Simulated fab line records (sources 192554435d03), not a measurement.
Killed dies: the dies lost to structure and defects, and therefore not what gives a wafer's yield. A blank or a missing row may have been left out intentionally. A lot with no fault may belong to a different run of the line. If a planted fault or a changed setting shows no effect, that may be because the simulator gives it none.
Which tool is to blame? -- flow n5 finfet -- 33 wafers from 11 lots sampled at 4 of the route's 1938 steps

== WHAT EACH GAUGE READ, for each wafer ==
N5_BEOL_M8_INSPECT_58: inspects for defects (darkfield). Usual: raw defect count 77, standard deviation 26.
lot,measured,on,raw defect count,flag
L454,day 11 00:06,defect inspect-01,110 60 55,
L455,day 11 00:26,defect inspect-01,88 137 72,
L457,day 11 12:23,defect inspect-01,81 58 40,
L458,day 11 12:52,defect inspect-02,128 97 102,
L456,day 11 20:45,defect inspect-01,42 98 56,
L459,day 11 22:35,defect inspect-02,75 71 110,
L461,day 12 08:51,defect inspect-02,68 70 88,
L467,day 14 05:22,defect inspect-01,76 72 80,
L471,day 15 05:32,defect inspect-02,105 162 107,
L473,day 15 05:43,defect inspect-02,55 58 35,
L475,day 16 11:20,defect inspect-01,44 43 46,

N5_BEOL_M9_INSPECT_30: inspects for defects (brightfield). Usual: raw defect count 423, standard deviation 82.
lot,measured,on,raw defect count,flag
L454,day 11 06:13,defect inspect-02,535 415 476,
L455,day 11 06:16,defect inspect-01,359 600 498,
L457,day 11 15:55,defect inspect-01,443 319 315,
L458,day 11 15:57,defect inspect-02,418 503 507,
L456,day 12 01:16,defect inspect-02,464 421 355,
L459,day 12 01:52,defect inspect-01,398 550 521,
L461,day 12 12:55,defect inspect-01,437 510 525,
L467,day 14 08:17,defect inspect-02,323 393 436,
L471,day 15 08:57,defect inspect-02,473 664 396,
L473,day 15 08:50,defect inspect-02,384 335 247,
L475,day 16 21:28,defect inspect-01,295 303 416,

== TOOL THAT RAN EACH LOT (tool first, then ch and the chambers of the sampled wafers, then the start) ==
lot,N5_BEOL_M9_DESCUM_16,N5_BEOL_M9_COAT_63
L454,"rie diel-03 ch 0,1,2, day 11 03:45","litho track-02 ch 0, day 11 05:42"
L455,"rie diel-03 ch 0,2, day 11 03:30","litho track-04 ch 0, day 11 05:48"
L457,"rie diel-03 ch 0,1, day 11 14:13","litho track-01 ch 0, day 11 15:26"
L458,"rie diel-03 ch 0,3, day 11 14:31","litho track-02 ch 0, day 11 15:29"
L456,"rie diel-03 ch 0,2,3, day 12 00:25","litho track-04 ch 0, day 12 00:55"
L459,"rie diel-03 ch 1,2, day 12 00:53","litho track-01 ch 0, day 12 01:23"
L461,"rie diel-03 ch 0,2,3, day 12 11:34","litho track-04 ch 0, day 12 12:33"
L467,"rie diel-01 ch 0,1,3, day 14 06:37","litho track-02 ch 0, day 14 07:56"
L471,"rie diel-06 ch 0,2,3, day 15 07:19","litho track-02 ch 0, day 15 08:36"
L473,"rie diel-01 ch 0,1,2, day 15 07:34","litho track-01 ch 0, day 15 08:28"
L475,"rie diel-01 ch 2,3, day 16 14:50","litho track-01 ch 0, day 16 21:05"
- N5_BEOL_M9_DESCUM_16: chemistry O2, time 7.9 s.
- N5_BEOL_M9_COAT_63: time 60 s, resist thk 60 nm.

== AS READ BY THE TOOLS THEMSELVES (means over the sampled wafers that have a number; for cases with no such wafer, the mark the record gives instead) ==
N5_BEOL_M9_DESCUM_16. Usual: bias power w 19.99 W (standard deviation 0.054); chamber pressure mTorr 19.999 mTorr (standard deviation 0.016); drypump motor current A 5.6 A (standard deviation 0.53); oes product au 0.77 a.u. (standard deviation 0.062); rf vpp V 242.8 V (standard deviation 1.2); showerhead plenum p Torr 2.08 Torr (standard deviation 0.066); throttle valve pct 20.52 % (standard deviation 0.23).
lot,tool,bias power w (W),chamber pressure mTorr (mTorr),drypump motor current A (A),oes product au (a.u.),rf vpp V (V),showerhead plenum p Torr (Torr),throttle valve pct (%),flag
L454,rie diel-03,20.01,19.998,5.2,0.84,242.7,2.09,20.51,
L455,rie diel-03,19.97,20.001,5.2,0.81,244.1,2.13,20.46,
L457,rie diel-03,20.05,20.006,5.3,0.85,243.0,2.09,20.45,
L458,rie diel-03,20.01,20.011,5.2,0.84,242.9,2.09,20.39,
L456,rie diel-03,20.01,20.002,5.1,0.80,243.2,2.09,20.46,
L459,rie diel-03,19.93,20.006,5.0,0.79,242.5,2.05,20.68,
L461,rie diel-03,20.00,19.984,5.1,0.79,243.7,2.09,20.47,
L467,rie diel-01,20.02,19.982,6.0,0.72,241.5,2.04,20.58,
L471,rie diel-06,20.02,20.011,6.2,0.75,244.4,2.11,20.23,
L473,rie diel-01,20.02,19.991,5.9,0.70,242.9,2.09,20.72,
L475,rie diel-01,19.97,20.000,6.0,0.76,243.5,2.14,20.48,

N5_BEOL_M9_COAT_63. Usual: resist line temp C 23.00 C, standard deviation 0.098; spin speed rpm 1500.0 rpm, standard deviation 0.91.
lot,tool,resist line temp C (C),spin speed rpm (rpm),flag
L454,litho track-02,22.99,1499.9,
L455,litho track-04,22.88,1500.4,
L457,litho track-01,23.03,1501.7,
L458,litho track-02,22.96,1499.5,
L456,litho track-04,23.06,1499.2,
L459,litho track-01,22.95,1500.7,
L461,litho track-04,23.12,1499.9,
L467,litho track-02,23.04,1593.2,OFF
L471,litho track-02,23.03,1591.4,OFF
L473,litho track-01,23.06,1499.3,
L475,litho track-01,22.99,1500.2,

== THE ANSWER, worked out from the rows above alone ==
Rule: take the mean of a lot's wafers that have a number; if it is more than 3 standard deviations from the usual mean, the lot is off. Also off: a lot with no number at a reading for which 4 or more lots have one. Where the step has rows for the other lots, those lots are counted as sound. The gauges are gone through in route order, then the tools' own readings, and for those a lot's mean is taken as printed above. The first step at which some lot is off is used, and at that step the reading that is off furthest; a lot without a number counts as furthest.
Off: L467, L471, at N5_BEOL_M9_COAT_63 (spin speed rpm).
A tool fits if, at that step or a process step before it, it ran every lot that is off, and no sound lot after the first of them. One fits: N5_BEOL_M9_COAT_63 on litho track-02. A fault onset in the window from L458 (day 11 15:29, its last sound lot) to L467 (day 14 07:56, its first lot off) fits.
The tool's own readings at N5_BEOL_M9_COAT_63 bear it out: on the lots that are off they differ by more than 5 times the standard deviation of the sound lots' means. spin speed rpm reads 1592.3 rpm there against 1500.1 rpm on the sound lots.

== WHAT THE SIMULATOR HAD INSERTED ==
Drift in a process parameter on litho track-02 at N5_BEOL_M9_COAT_63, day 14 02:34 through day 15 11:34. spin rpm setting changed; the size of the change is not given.
Lots struck among those shown: L467, L471. The rule given above showed the same thing.
